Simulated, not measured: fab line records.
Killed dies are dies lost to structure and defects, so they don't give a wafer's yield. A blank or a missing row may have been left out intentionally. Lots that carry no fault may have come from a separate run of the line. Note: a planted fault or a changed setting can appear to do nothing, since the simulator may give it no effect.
Comparing a struck lot with a sound one ; flow n5_finfet ; 13 out of 1938 route steps
Sound: the wafers L302.2, L302.3, L302.5. Struck: wafer L316.3. (L316.1, L316.5 of the same lot were not struck and are left out.) The cause comes at the end.
At each step with rows: each side's tool, then ch and its chambers, then its first start. Under that, the readings that differ: sound wafers ; struck wafers ; difference of the means ; sigmas: that difference in standard deviations of wafers without a fault.
alike: same words and numbers on both sides, and readings whose means sit less than 2 such deviations apart. not compared: any withheld reading, any reading some wafer has no value for, any bound like >300 that may hide the same value, and any number with overlapping values for which the record gives no deviation.
A row with sigmas, a row that says differs or no value, or rows on one side alone: a step with any of these is where the two part. When numbers do not overlap yet have no deviation, they are printed without sigmas and do not part them. Lack of a reading on every wafer of one side parts them only where that side has two or more wafers.

first, 9 steps without rows for these wafers: N5_BEOL_M1_SOFTBAKE_23 (time 60 s); N5_BEOL_M1_EXPOSE_25 (exposes mask V0, defocus 5 nm, target cd 24 nm); N5_BEOL_M1_PEB_26 (peb time 60 s); N5_BEOL_M1_DEVELOP_27 (develop time 30 s); N5_BEOL_M1_DESCUM_33 (chemistry O2, time 7 s); N5_BEOL_M1_ETCH_77 (etches underlayer in N2/H2, target depth 6.5 nm, time 5.2 s); N5_BEOL_M1_ETCH_69 (etches SiARC in CF4, target depth 15.6 nm, time 26 s); N5_BEOL_M1_ALD_98 (deposits SiO2, target thk 2.5 nm, pulse time 1 s, co reactant pulse time 1 s); N5_BEOL_M1_ETCHBACK_99 (etches SiO2 in CHF3, target depth 5 nm, time 10.4 s).
N5_BEOL_M1_ETCH_70: etches SOC in N2/H2, target depth 80 nm, overetch 16 nm, time 120 s.
  sound on rie_diel-05 ch 0,2, day 7 12:17; struck on rie_diel-05 ch 1, day 11 00:47
reading;sound;struck;difference;sigmas
bias_w (W);150.5 150.5 149.9;157.9;+7.6;+19
rf_vpp_V (V);523.2 525.8 519.6;541.6;+18.7;+8
model.SiARC_of_BEOL_M1_COAT_68.thk_nm (nm);6.6 6.4 6.6;6;-1;
  alike: chamber_pressure_mTorr, drypump_motor_current_A, oes_product_au, showerhead_plenum_p_Torr, throttle_valve_pct
  not compared: rf_hours_counter_h
then, 1 step without rows for these wafers: N5_BEOL_M1_STRIP_71 (strips in N2/H2).
N5_BEOL_M4_RC_MEAS_101:
  sound on prober-02 ch 0, day 9 00:02; struck on prober-02 ch 0, day 12 18:47
  alike: DIBL_N, DIBL_P, IOFF_N, IOFF_P, ION_N, ION_P, SS_N, SS_P, VT_N, VT_P
N5_PASSIVATION_PROBE_49:
  rows exist in the record for the sound wafers here (prober-01, day 13 11:00), none for the struck ones

== WHERE THEY PART ==
First at N5_BEOL_M1_ETCH_70; last, within this record, at N5_PASSIVATION_PROBE_49.

WHY: what the simulator had put in
rie_diel-05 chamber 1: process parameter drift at N5_BEOL_M1_ETCH_70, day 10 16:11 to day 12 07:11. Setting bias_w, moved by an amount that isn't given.
